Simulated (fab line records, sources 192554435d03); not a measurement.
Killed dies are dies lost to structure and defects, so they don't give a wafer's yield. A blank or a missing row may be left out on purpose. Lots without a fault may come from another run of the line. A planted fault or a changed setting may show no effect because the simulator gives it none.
fab line records | flow n5_finfet
record lots=7 wafers=39
route steps=1938 shown PMOS_HMC_CHANNEL_EPI@64 MOL_CONTACT_COAG@586 BEOL_M0_SAQP@633 BEOL_M2@887 BEOL_M3@931 BEOL_M6@1198
start_h: hours from the record's first day to the start of the lot's first wafer shown | wait_h: hours since the lot's step before | " the same as in the row above | L1.1+2: a row that stands for several wafers | - no value, or no start given | * or withheld: withheld | < > ~ a bound
route shown NAME@n: a module of which the file shows steps, and the number in the route of the first | usual: mean/standard deviation of fault-free wafers | same: alike in all rows | chamber/n: place in a boat | sites: the reading at each site | _std_site: their standard deviation | _edge_site: outer sites' mean less inner sites' | radius_mm: how far each site lies from the wafer's centre | mask NAME#n: copy n | behind: the tool/chamber that last shaped the wafer | hold: why the lot was held/for how many hours/how that ended | device: the transistor (n, p or np) that didn't switch | end of line: the same wafers' tests at the end of the route | a step without rows: its recipe alone | killed: dies lost to structure and defects at the first sort, not the wafer's yield | map: a wafer's dies, x killed, . not, _ none there
set.NAME: the setting as run; set.NAME@STEP: as run at that earlier step | model.NAME: the simulator's own value behind a step, which no gauge read
lots whose settings were changed on purpose; a table a step, a row a wafer
## steps
# step N5_PMOS_HMC_CHANNEL_EPI_DEVELOP_08
# recipe develop_time_s=30 developer=TMAH resist=CAR-ArF-block dev_temp_c=23 rinse_liquid=diw dry=air_spin
# columns lot.wafer tool chamber start_h wait_h set.develop_time_s
L078.1+2+5 litho_track-01 0 - - 46.87
L078.3+4+6 " 0 " " 30
L081.1+5+6 litho_track-03 0 - - 30
L081.2+3+4 " 0 " " 38.3
L083.2+4+5 litho_track-01 0 - - 30
L086.1+3+6 litho_track-01 0 - - 37.46
L086.2+4+5 " 0 " " 30
L089.1+3+4 litho_track-03 0 - - 30
L089.2+5+6 " 0 " " 23.17
L095.1+3+6 litho_track-01 0 - - 30
L095.2+4+5 " 0 " " 14.5
L096.1+3+4 litho_track-05 0 - - 43.7
L096.2+5+6 " 0 " " 30
# step N5_PMOS_HMC_CHANNEL_EPI_DESCUM_14
# recipe chemistry=O2 time_s=7.9 source_power_w=50 bias_power_w=20 pressure_mtorr=20 rf_frequency_hz=2.712e+07 temp_c=40 resist=CAR-ArF-block o2_flow_sccm=225
# columns lot.wafer tool chamber start_h wait_h set.develop_time_s@PMOS_HMC_CHANNEL_EPI_DEVELOP_08 model.PMOS_HMC_CHANNEL_EPI.cd_nm
L078.1 rie_diel-05 0 41.45 0.0 46.87 239.4
L078.2 " 3 " " 46.87 241.6
L078.3+4 " 2,1 " " 30 237.8
L078.5 " 3 " " 46.87 239.9
L078.6 " 2 " " 30 238
L081.1+6 rie_diel-06 3,2 59.30 0.3 30 236.5
L081.2 " 2 " " 38.3 237.9
L081.3 " 1 " " 38.3 236.7
L081.4 " 0 " " 38.3 238.2
L081.5 " 1 " " 30 235.8
L083.2 rie_diel-03 1 71.88 0.0 30 237.1
L083.4 " 2 " " 30 238
L083.5 " 1 " " 30 238.2
L086.1 rie_diel-06 0 89.09 0.0 37.46 238.8
L086.2 " 2 " " 30 239
L086.3 " 3 " " 37.46 239.7
L086.4 " 1 " " 30 238.7
L086.5 " 0 " " 30 239.4
L086.6 " 3 " " 37.46 240
L089.1 rie_diel-03 2 107.73 0.2 30 237.8
L089.2+6 " 0,3 " " 23.17 237
L089.3 " 3 " " 30 239.1
L089.4 " 1 " " 30 239.5
L089.5 " 0 " " 23.17 237.2
L095.1 rie_diel-05 2 144.45 0.1 30 237.6
L095.2 " 1 " " 14.5 233
L095.3 " 0 " " 30 237
L095.4 " 3 " " 14.5 233.5
L095.5 " 2 " " 14.5 233.1
L095.6 " 3 " " 30 237.3
L096.1 rie_diel-03 3 149.40 0.0 43.7 239
L096.2 " 0 " " 30 237.7
L096.3 " 2 " " 43.7 240.3
L096.4 " 2 " " 43.7 241.3
L096.5 " 3 " " 30 236.3
L096.6 " 0 " " 30 235.6
# step N5_MOL_CONTACT_COAG_VIA_ETCH_46
# recipe chemistry=C4F6/O2 target_depth_a=460 overetch_a=92 mask_material=SOC target=SiO2 bias_w=455 pressure_mtorr=10 time_s=40 source_w=325 Ar_flow_sccm=300 C4F6_flow_sccm=10 O2_flow_sccm=10 ion_energy_ev=575.3 ends=end_point
# columns lot.wafer tool chamber start_h wait_h set.target_depth_a model.etch.depth_nm model.SOC_of_MOL_CONTACT_COAG_COAT_75.thk_nm
L078.1 rie_diel-02 3 126.26 0.0 460 46.16 51
L078.2 " 1 " " 691.6 46.76 48
L078.3 " 2 " " 460 45.85 50.8
L078.4 " 0 " " 691.6 46.69 47.6
L078.5 " 3 " " 460 47.41 50.8
L078.6 " 2 " " 691.6 46.22 48
L081.1 rie_diel-01 0 141.47 0.0 675.4 46.19 48.2
L081.2 " 2 " " 460 45.65 50.8
L081.3 " 3 " " 460 45.49 50.8
L081.4 " 3 " " 675.4 46.15 48.8
L081.5 " 0 " " 460 46.62 50.6
L081.6 " 2 " " 675.4 46.06 48
L083.2 rie_diel-04 0 155.44 0.0 460 45.51 50.6
L083.4 " 1 " " 460 46.24 50.4
L083.5 " 3 " " 460 46.2 50.2
L086.1 rie_diel-02 3 176.21 0.0 294.2 37.83 53
L086.2 " 0 " " 294.2 39.44 52.6
L086.3 " 1 " " 460 46.18 51
L086.4 " 2 " " 294.2 37.86 53
L086.5 " 2 " " 460 47.59 50.8
L086.6 " 3 " " 460 47 51.2
L089.1 rie_diel-01 1 189.47 0.0 460 46.11 50.8
L089.2 " 3 " " 460 46.51 51.2
L089.3 " 0 " " 590.6 47.57 49.4
L089.4 " 2 " " 460 46.87 50.8
L089.5+6 " 0,1 " " 590.6 46.87 49.2
L095.1 rie_diel-01 1 226.49 0.0 460 45.57 50.4
L095.2 " 0 " " 222.7 31.65 53.2
L095.3 " 2 " " 222.7 32.27 53.4
L095.4 " 3 " " 460 46.56 50.6
L095.5 " 2 " " 460 46.03 50.2
L095.6 " 3 " " 222.7 31.12 53.4
L096.1 rie_diel-04 3 234.73 0.0 460 44.88 50.2
L096.2 " 1 " " 460 45.67 50.8
L096.3 " 0 " " 714.3 45.71 47.6
L096.4 " 2 " " 714.3 46.22 47.2
L096.5 " 1 " " 714.3 45.78 47.6
L096.6 " 2 " " 460 45.28 50.6
# step N5_MOL_CONTACT_COAG_STRIP_96
# recipe chemistry=N2/H2 power_w=500 temp_c=40 pressure_mtorr=50 rf_frequency_hz=6e+07 overash_fraction=0.3 bias_power_w=28 h2_frac=0.5 n2_flow_sccm=300 h2_flow_sccm=300
# step N5_MOL_CONTACT_COAG_ETCH_47
# recipe chemistry=CH3F/O2 target=SiNx target_depth_a=270 mask_material=SiO2 stop_on=W over_etch_frac=0.2 ion_energy_ev=120 endpoint=OES-CN pressure_mtorr=30 source_w=395 bias_w=73 Ar_flow_sccm=150 CH3F_flow_sccm=30 O2_flow_sccm=20 ends=end_point
# usual etch_rf_on_time_s=31.1/0.7
# columns lot.wafer tool chamber start_h wait_h set.target_depth_a@MOL_CONTACT_COAG_VIA_ETCH_46 etch_rf_on_time_s model.etch.over_etch_s
L078.1 rie_diel-02 3 126.37 0.0 460 31.7 5.28
L078.2 " 1 " " 691.6 31.4 5.237
L078.3 " 2 " " 460 32.0 5.337
L078.4 " 0 " " 691.6 30.5 5.08
L078.5 " 3 " " 460 31.8 5.301
L078.6 " 2 " " 691.6 31.8 5.309
L081.1 rie_diel-01 0 141.58 0.0 675.4 31.3 5.218
L081.2 " 2 " " 460 29.8 4.963
L081.3 " 3 " " 460 31.6 5.269
L081.4 " 3 " " 675.4 32.2 5.358
L081.5 " 0 " " 460 31.3 5.217
L081.6 " 2 " " 675.4 30.1 5.023
L083.2 rie_diel-04 0 155.55 0.0 460 31.9 5.305
L083.4 " 1 " " 460 31.6 5.269
L083.5 " 3 " " 460 30.3 5.041
L086.1 rie_diel-02 3 176.32 0.0 294.2 50.8 0
L086.2 " 0 " " 294.2 50.8 0
L086.3 " 1 " " 460 31.5 5.254
L086.4 " 2 " " 294.2 50.8 0
L086.5 " 2 " " 460 32.0 5.34
L086.6 " 3 " " 460 31.5 5.257
L089.1 rie_diel-01 1 189.57 0.0 460 31.3 5.215
L089.2 " 3 " " 460 31.3 5.219
L089.3 " 0 " " 590.6 31.6 5.262
L089.4 " 2 " " 460 30.2 5.038
L089.5 " 0 " " 590.6 31.5 5.255
L089.6 " 1 " " 590.6 31.1 5.189
L095.1 rie_diel-01 1 226.60 0.0 460 31.0 5.159
L095.2 " 0 " " 222.7 50.8 0
L095.3 " 2 " " 222.7 50.8 0
L095.4 " 3 " " 460 32.2 5.366
L095.5 " 2 " " 460 29.8 4.971
L095.6 " 3 " " 222.7 50.8 0
L096.1 rie_diel-04 3 234.83 0.0 460 29.1 4.847
L096.2 " 1 " " 460 31.0 5.171
L096.3 " 0 " " 714.3 30.5 5.09
L096.4 " 2 " " 714.3 29.8 4.966
L096.5 " 1 " " 714.3 31.0 5.169
L096.6 " 2 " " 460 30.0 5.006
# step N5_BEOL_M0_SAQP_ILD_DEP_01
# recipe material=SiOC target_thk_a=454.19 temp_c=350 precursor=DEMS/O2 pressure_torr=5 rf_w=500 time_s=8.7
# columns lot.wafer tool chamber start_h wait_h set.time_s model.SiOC_of_BEOL_M0_SAQP_ILD_DEP_01.thk_nm
L078.1 pecvd-04 0 132.77 0.0 8.7 44.4
L078.2 " 1 " " 8.7 46.2
L078.3 " 2 " " 8.7 45.6
L078.4 " 0 " " 8.7 45.4
L078.5 " 2 " " 8.7 45.8
L078.6 " 1 " " 8.7 46.6
L081.1 pecvd-01 2 147.44 0.0 8.7 44.8
L081.2 " 1 " " 12.3 64.4
L081.3 " 0 " " 8.7 45.4
L081.4 " 2 " " 12.3 64.6
L081.5 " 0 " " 12.3 64.8
L081.6 " 1 " " 8.7 46
L083.2 pecvd-02 2 161.39 0.0 8.7 44.8
L083.4 " 1 " " 8.7 46.4
L083.5 " 0 " " 8.7 46
L086.1 pecvd-01 1 182.30 0.0 8.7 45.6
L086.2+3 " 2,0 " " 8.7 45.2
L086.4 " 0 " " 8.7 46
L086.5 " 2 " " 8.7 46.8
L086.6 " 1 " " 8.7 46.6
L089.1 pecvd-02 2 197.14 0.0 3.573 18.8
L089.2+5 " 0,2 " " 8.7 45.4
L089.3 " 1 " " 8.7 44.8
L089.4 " 1 " " 3.573 18.6
L089.6 " 0 " " 3.573 19.8
L095.1 pecvd-02 2 232.62 0.0 4.637 23.6
L095.2 " 1 " " 4.637 23.8
L095.3 " 0 " " 4.637 24
L095.4+5 " 2,1 " " 8.7 45.6
L095.6 " 0 " " 8.7 45.8
L096.1 pecvd-02 0 261.50 0.0 4.861 24.6
L096.2+4+5 " 1,0,2 " " 8.7 45.4
L096.3 " 2 " " 4.861 25
L096.6 " 1 " " 4.861 26.2
# step N5_BEOL_M2_VIA_ETCH_34
# recipe chemistry=C4F6/O2 target_depth_a=694 mask_material=SOC pressure_mtorr=15 ion_energy_ev=250 taper_deg=4 time_s=65.9 source_w=350 bias_w=170 Ar_flow_sccm=300 C4F6_flow_sccm=10 O2_flow_sccm=10
# columns lot.wafer tool chamber start_h wait_h set.target_depth_a model.etch.depth_nm model.SOC_of_BEOL_M2_COAT_67.thk_nm
L078.1 rie_diel-04 1 160.08 0.0 948.5 92.79 49
L078.2 " 3 " " 948.5 96.11 48.6
L078.3 " 2 " " 948.5 96.82 48.8
L078.4 " 0 " " 694 66.89 52.2
L078.5 " 0 " " 694 66.84 52.2
L078.6 " 1 " " 694 68.31 51.8
L081.1 rie_diel-02 3 184.74 0.0 295.6 28.86 56.6
L081.2 " 2 " " 295.6 29.05 56.6
L081.3 " 0 " " 694 71.33 51.8
L081.4 " 1 " " 694 68.57 52
L081.5 " 3 " " 694 67.99 52
L081.6 " 0 " " 295.6 30.36 56.4
L083.2 rie_diel-01 0 191.37 0.0 694 68.62 52
L083.4 " 1 " " 694 69.26 51.8
L083.5 " 3 " " 694 68.82 52.2
L086.1 rie_diel-01 1 216.84 0.0 941.5 94.16 48.8
L086.2 " 3 " " 694 67.99 52.4
L086.3 " 2 " " 941.5 96.89 49
L086.4 " 0 " " 694 68.93 52
L086.5 " 0 " " 941.5 92.33 49
L086.6 " 1 " " 694 69.86 51.8
L089.1 rie_diel-04 1 246.58 0.0 803.7 78.48 50.6
L089.2 " 3 " " 803.7 84.57 50.2
L089.3 " 2 " " 694 70.1 51.8
L089.4 " 0 " " 694 69.69 51.8
L089.5 " 2 " " 803.7 82.03 50.4
L089.6 " 3 " " 694 72.89 51.4
L095.1 rie_diel-01 0 267.54 0.0 319.4 31.83 56.2
L095.2 " 3 " " 694 68.42 52.2
L095.3 " 2 " " 319.4 32.29 56.4
L095.4 " 1 " " 694 69.2 51.8
L095.5 " 1 " " 319.4 31.71 56.2
L095.6 " 0 " " 694 68.66 51.8
L096.1 rie_diel-02 1 291.55 0.0 502.5 49.49 54.6
L096.2 " 0 " " 694 71.3 52
L096.3 " 3 " " 694 66.82 52.4
L096.4 " 2 " " 502.5 48.23 54.6
L096.5 " 3 " " 694 67.09 52.4
L096.6 " 2 " " 502.5 48.24 54.6
# step N5_BEOL_M3_ILD_DEP_00
# recipe material=SiOC target_thk_a=790 temp_c=350 precursor=DEMS/O2 pressure_torr=5 rf_w=500 time_s=15.3
# columns lot.wafer tool chamber start_h wait_h set.target_thk_a model.SiOC_of_BEOL_M3_ILD_DEP_00.thk_nm
L078.1 pecvd-02 2 164.84 0.0 790 78.2
L078.2 " 0 " " 508.7 51.8
L078.3 " 1 " " 508.7 50.4
L078.4 " 0 " " 790 78.6
L078.5 " 1 " " 790 81
L078.6 " 2 " " 508.7 52
L081.1 pecvd-04 1 189.05 0.0 790 77.6
L081.2 " 0 " " 650.7 66
L081.3 " 2 " " 650.7 64.2
L081.4 " 2 " " 650.7 64.4
L081.5 " 0 " " 790 79.6
L081.6 " 1 " " 790 79
L083.2 pecvd-02 0 196.89 0.0 790 79.2
L083.4 " 1 " " 790 80
L083.5 " 2 " " 790 81.4
L086.1 pecvd-04 1 221.70 0.0 1251 123.8
L086.2 " 0 " " 790 79.2
L086.3 " 2 " " 1251 125.6
L086.4 " 1 " " 790 79
L086.5 " 2 " " 790 79.8
L086.6 " 0 " " 1251 126.8
L089.1 pecvd-02 0 251.16 0.0 790 78.4
L089.2 " 1 " " 790 79
L089.3 " 2 " " 790 78.8
L089.4 " 1 " " 790 80
L089.5 " 2 " " 790 80.4
L089.6 " 0 " " 790 78
L095.1 pecvd-04 0 271.89 0.0 1122 110.4
L095.2 " 2 " " 790 78.4
L095.3 " 1 " " 1122 110.8
L095.4 " 1 " " 790 78.6
L095.5 " 0 " " 790 79.4
L095.6 " 2 " " 1122 113
L096.1 pecvd-02 2 296.55 0.0 790 78.8
L096.2 " 1 " " 790 81
L096.3 " 0 " " 790 79.4
L096.4 " 1 " " 790 82
L096.5 " 0 " " 790 82.2
L096.6 " 2 " " 790 81.4
# step N5_BEOL_M3_THK_MEAS_01
# recipe reads=SiOC_of_BEOL_M3_ILD_DEP_00
# usual M3_ILD_THK=79.4/1.2
# columns lot.wafer tool chamber start_h wait_h set.target_thk_a@BEOL_M3_ILD_DEP_00 M3_ILD_THK[nm]
L078.1 film_metro-01 - 164.91 0.0 790 78.3
L078.2 " - " " 508.7 51.7
L078.3 " - " " 508.7 50.5
L078.4 " - " " 790 78.7
L078.5 " - " " 790 81.1
L078.6 " - " " 508.7 51.9
L081.1 film_metro-01 - 189.12 0.0 790 77.6
L081.2 " - " " 650.7 66.0
L081.3 " - " " 650.7 64.2
L081.4 " - " " 650.7 64.4
L081.5 " - " " 790 79.6
L081.6 " - " " 790 79.0
L083.2 film_metro-01 - 196.95 0.1 790 79.3
L083.4 " - " " 790 80.0
L083.5 " - " " 790 81.3
L086.1 film_metro-02 - 221.78 0.1 1251 123.9
L086.2 " - " " 790 79.3
L086.3 " - " " 1251 125.6
L086.4 " - " " 790 79.0
L086.5 " - " " 790 79.9
L086.6 " - " " 1251 126.9
L089.1 film_metro-02 - 251.22 0.0 790 78.4
L089.2 " - " " 790 79.0
L089.3 " - " " 790 78.7
L089.4 " - " " 790 80.1
L089.5 " - " " 790 80.3
L089.6 " - " " 790 78.0
L095.1 film_metro-02 - 271.95 0.0 1122 110.3
L095.2 " - " " 790 78.3
L095.3 " - " " 1122 110.8
L095.4 " - " " 790 78.6
L095.5 " - " " 790 79.4
L095.6 " - " " 1122 112.9
L096.1 film_metro-01 - 296.62 0.0 790 78.8
L096.2 " - " " 790 81.0
L096.3 " - " " 790 79.3
L096.4 " - " " 790 82.0
L096.5 " - " " 790 82.1
L096.6 " - " " 790 81.4
# step N5_BEOL_M6_HM_DEP_02
# recipe material=TiN target_thk_a=200 temp_c=25 chamber_pressure_pa=0.49996
# columns lot.wafer tool chamber start_h wait_h set.target_thk_a model.TiN_of_BEOL_M6_HM_DEP_02.thk_nm
L078.1+2 pvd_sputter-01 - 207.34 0.3 95.82 9.8
L078.3+4 " - " " 200 20
L078.5 " - " " 200 19.8
L078.6 " - " " 95.82 9.6
L081.1 pvd_sputter-02 - 227.36 0.3 114.4 11.6
L081.2 " - " " 114.4 11.4
L081.3 " - " " 114.4 11.8
L081.4+6 " - " " 200 20
L081.5 " - " " 200 20.4
L083.2+4+5 pvd_sputter-03 - 240.47 2.0 200 19.6
L086.1+2+3 pvd_sputter-02 - 264.11 0.8 121.2 12.2
L086.4+5 " - " " 200 20
L086.6 " - " " 200 20.2
L089.1+4+5 pvd_sputter-03 - 288.16 1.1 200 20
L089.2+6 " - " " 200 20.4
L089.3 " - " " 200 20.2
L095.1 pvd_sputter-02 - 303.43 1.5 156.2 15.8
L095.2+3+4 " - " " 200 19.8
L095.5+6 " - " " 156.2 15.4
L096.1+2+5 pvd_sputter-01 - 331.86 1.1 200 20.4
L096.3+6 " - " " 200 19.8
L096.4 " - " " 200 20.2
# step N5_BEOL_M6_COAT_59
# recipe resist=SOC temp_c=250 time_s=60 spin_rpm=1500 resist_thk_nm=100
# step N5_BEOL_M6_COAT_60
# recipe resist=SiARC temp_c=220 time_s=60 spin_rpm=1500 resist_thk_nm=35
# step N5_BEOL_M6_STRIP_68
# recipe chemistry=N2/H2 temp_c=40 n2_flow_sccm=200 h2_flow_sccm=200 rf_frequency_hz=6e+07
# step N5_BEOL_M6_STRIP_67
# recipe chemistry=CF4 resist=SiARC power_w=300 bias_power_w=75 pressure_mtorr=50 cf4_flow_sccm=150 rf_frequency_hz=6e+07
# step N5_BEOL_M6_HM_OPEN_17
# recipe chemistry=Cl2/BCl3 target_depth_a=200 overetch_a=60 target=TiN mask_material=SOC ion_energy_ev=150 pressure_mtorr=10 icp_w=1000 bias_w=126 Cl2_flow_sccm=53.25 bcl3_flow_sccm=21.75 Ar_flow_sccm=25
# columns lot.wafer tool chamber start_h wait_h set.target_thk_a@BEOL_M6_HM_DEP_02 model.etch.depth_nm
L078.1 rie_metal-02 1 208.22 0.0 95.82 9.759
L078.2 " 0 " " 95.82 9.802
L078.3 " 1 " " 200 19.95
L078.4 " 0 " " 200 19.94
L078.5 " 1 " " 200 19.83
L078.6 " 0 " " 95.82 9.574
L081.1 rie_metal-02 1 228.10 0.0 114.4 11.7
L081.2 " 0 " " 114.4 11.43
L081.3 " 0 " " 114.4 11.76
L081.4 " 1 " " 200 20.05
L081.5 " 0 " " 200 20.45
L081.6 " 1 " " 200 20.09
L083.2 rie_metal-03 0 241.89 0.0 200 19.59
L083.4 " 0 " " 200 19.61
L083.5 " 0 " " 200 19.66
L086.1 rie_metal-02 1 265.41 0.0 121.2 12.16
L086.2 " 0 " " 121.2 12.13
L086.3 " 1 " " 121.2 12.27
L086.4 " 0 " " 200 19.93
L086.5 " 1 " " 200 19.92
L086.6 " 0 " " 200 20.14
L089.1 rie_metal-03 1 289.04 0.0 200 19.94
L089.2 " 0 " " 200 20.37
L089.3 " 1 " " 200 20.14
L089.4 " 0 " " 200 20.08
L089.5 " 1 " " 200 20.01
L089.6 " 0 " " 200 20.36
L095.1 rie_metal-01 0 304.36 0.0 156.2 15.81
L095.2 " 1 " " 200 19.79
L095.3 " 1 " " 200 19.85
L095.4 " 0 " " 200 19.82
L095.5 " 0 " " 156.2 15.44
L095.6 " 1 " " 156.2 15.47
L096.1 rie_metal-03 0 332.72 0.0 200 20.45
L096.2 " 1 " " 200 20.38
L096.3 " 0 " " 200 19.88
L096.4 " 1 " " 200 20.24
L096.5 " 1 " " 200 20.31
L096.6 " 0 " " 200 19.78
## key
split step=N5_PMOS_HMC_CHANNEL_EPI_DEVELOP_08 setting=develop_time_s stated=30 by=wafer
response step=N5_PMOS_HMC_CHANNEL_EPI_DESCUM_14 reading=model.PMOS_HMC_CHANNEL_EPI.cd_nm change=+0.0614 per=1% r=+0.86
split step=N5_MOL_CONTACT_COAG_VIA_ETCH_46 setting=target_depth_a stated=460 by=wafer
response step=N5_MOL_CONTACT_COAG_VIA_ETCH_46 reading=model.etch.depth_nm shape=bent at_lowest=31.68 at_stated=46.16 at_highest=45.91
response step=N5_MOL_CONTACT_COAG_VIA_ETCH_46 reading=model.SOC_of_MOL_CONTACT_COAG_COAT_75.thk_nm change=-0.0557 per=1% r=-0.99
response step=N5_MOL_CONTACT_COAG_ETCH_47 reading=etch_rf_on_time_s shape=bent at_lowest=* at_stated=* at_highest=*
response step=N5_MOL_CONTACT_COAG_ETCH_47 reading=model.etch.over_etch_s shape=bent at_lowest=0 at_stated=5.182 at_highest=5.075
split step=N5_BEOL_M0_SAQP_ILD_DEP_01 setting=time_s stated=8.7 by=wafer
response step=N5_BEOL_M0_SAQP_ILD_DEP_01 reading=model.SiOC_of_BEOL_M0_SAQP_ILD_DEP_01.thk_nm change=+0.456 per=1% r=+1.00
split step=N5_BEOL_M2_VIA_ETCH_34 setting=target_depth_a stated=694 by=wafer
response step=N5_BEOL_M2_VIA_ETCH_34 reading=model.etch.depth_nm change=+0.704 per=1% r=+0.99
response step=N5_BEOL_M2_VIA_ETCH_34 reading=model.SOC_of_BEOL_M2_COAT_67.thk_nm change=-0.0827 per=1% r=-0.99
split step=N5_BEOL_M3_ILD_DEP_00 setting=target_thk_a stated=790 by=wafer
response step=N5_BEOL_M3_ILD_DEP_00 reading=model.SiOC_of_BEOL_M3_ILD_DEP_00.thk_nm change=+0.784 per=1% r=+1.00
response step=N5_BEOL_M3_THK_MEAS_01 reading=M3_ILD_THK change=+0.785 per=1% r=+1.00
split step=N5_BEOL_M6_HM_DEP_02 setting=target_thk_a stated=200 by=wafer
response step=N5_BEOL_M6_HM_DEP_02 reading=model.TiN_of_BEOL_M6_HM_DEP_02.thk_nm change=+0.198 per=1% r=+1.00
response step=N5_BEOL_M6_HM_OPEN_17 reading=model.etch.depth_nm change=+0.197 per=1% r=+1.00
